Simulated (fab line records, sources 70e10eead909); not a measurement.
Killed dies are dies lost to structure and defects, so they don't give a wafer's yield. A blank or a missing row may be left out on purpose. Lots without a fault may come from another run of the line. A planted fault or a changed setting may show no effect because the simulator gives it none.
Chamber matching | flow nand_harc | NHARC_P_GATE_DEP_103 on pecvd-01: 3 sister chambers
The step deposits SiON, target thk 30 nm. 6 wafers are shown with their chamber, then 8 later ones without.

WAFERS WITH THEIR CHAMBER
wafer  | chamber | rf_fwd_power_W (W) | heater_power_w (W)
L083.6 | 2       | 349.0              | 625
L084.4 | 2       | 347.9              | 688
L086.1 | 0       | 350.5              | 613
L086.5 | 1       | 349.2              | 781
L086.6 | 0       | 348.6              | 604
L090.1 | 1       | 350.0              | 680

WAFERS WITHOUT THEIR CHAMBER
wafer  | rf_fwd_power_W (W) | heater_power_w (W)
L090.2 | 349.1              | 663
L090.5 | 347.9              | 760
L092.1 | 348.7              | 742
L092.2 | 348.0              | 736
L092.3 | 349.6              | 663
L094.3 | 347.1              | 637
L094.4 | 349.9              | 705
L094.5 | 348.3              | 728

WHICH CHAMBER EACH WENT THROUGH
wafer  | from the rows above          | in truth
L090.2 | can't be placed: 2 or 0 or 1 | 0
L090.5 | can't be placed: 1 or 2 or 0 | 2
L092.1 | can't be placed: 1 or 2 or 0 | 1
L092.2 | can't be placed: 1 or 2 or 0 | 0
L092.3 | can't be placed: 0 or 2 or 1 | 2
L094.3 | can't be placed: 2 or 0 or 1 | 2
L094.4 | can't be placed: 1 or 2 or 0 | 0
L094.5 | can't be placed: 1 or 2 or 0 | 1
Placed correctly: 0 of 8. Can't be placed from these rows: 8 (the true chamber is among the candidates in 8). Placed wrongly: 0.
How it was worked out, from the rows above alone: a wafer's distance from a chamber is the root of the sum, over the readings, of the square of ((its reading less the chamber's mean) divided by the reading's scatter). The wafer belongs to the nearest chamber; if the next one is less than 2 further off, it can't be placed. A chamber's mean is the mean of its shown wafers. The scatter: the root of (the sum of the squares of (reading less its chamber's mean) over the shown wafers, divided by (wafers less chambers)).
